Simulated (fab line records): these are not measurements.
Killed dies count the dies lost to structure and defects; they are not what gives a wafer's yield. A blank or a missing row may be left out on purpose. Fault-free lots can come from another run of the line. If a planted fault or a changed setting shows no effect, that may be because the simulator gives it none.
Matching of chambers -- flow nand harc -- rie diel-07 running NHARC_A_CONTACT_ETCH_75: 4 sister chambers
The step etches the open film in CF4, target depth 39 nm, time 65 s. 8 wafers are shown with their chamber, then 12 later ones without.

WAFERS, EACH WITH ITS CHAMBER
wafer,chamber,rf vpp V (V),throttle valve pct (%)
L077.2,1,152.9,13.288
L079.3,2,153.1,13.274
L085.3,2,151.8,13.275
L082.2,0,151.6,13.291
L082.6,3,153.5,13.288
L093.2,0,149.6,13.299
L093.3,1,151.4,13.285
L093.5,3,151.7,13.281

WAFERS WHOSE CHAMBER IS MISSING
wafer,rf vpp V (V),throttle valve pct (%)
L092.1,149.4,13.276
L092.4,151.6,13.299
L092.6,153.1,13.292
L095.1,153.0,13.276
L095.4,151.9,13.286
L095.5,151.2,13.282
L097.3,153.6,13.277
L097.4,150.4,13.276
L097.6,151.7,13.277
L096.2,150.8,13.276
L096.3,149.8,13.271
L096.6,149.4,13.280

THE CHAMBER EACH PASSED THROUGH
wafer,from the rows above,in truth
L092.1,can't be placed: 2 or 3 or 1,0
L092.4,can't be placed: 0 or 1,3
L092.6,can't be placed: 1 or 3 or 0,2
L095.1,can't be placed: 2 or 3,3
L095.4,can't be placed: 1 or 3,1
L095.5,can't be placed: 3 or 1 or 2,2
L097.3,can't be placed: 2 or 3 or 1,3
L097.4,can't be placed: 2 or 3 or 1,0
L097.6,can't be placed: 2 or 3 or 1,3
L096.2,can't be placed: 2 or 3 or 1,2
L096.3,can't be placed: 2 or 3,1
L096.6,can't be placed: 1 or 2 or 3 or 0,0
Correctly placed: 0 of 12. Cannot be placed on the basis of these rows: 12; the candidates contain the true chamber in 7. Placed wrongly: 0.
How it was worked out, from the rows above alone: a wafer's distance from a chamber is the root of the sum, over the readings, of the square of ((its reading less the chamber's mean) divided by the reading's scatter). The wafer belongs to the nearest chamber; if the next one is less than 2 further off, it can't be placed. The mean given for a chamber averages the wafers shown for that chamber. The scatter is the square root of a quotient: the sum, over the shown wafers, of each reading's squared deviation from its chamber's mean, divided by wafers minus chambers.
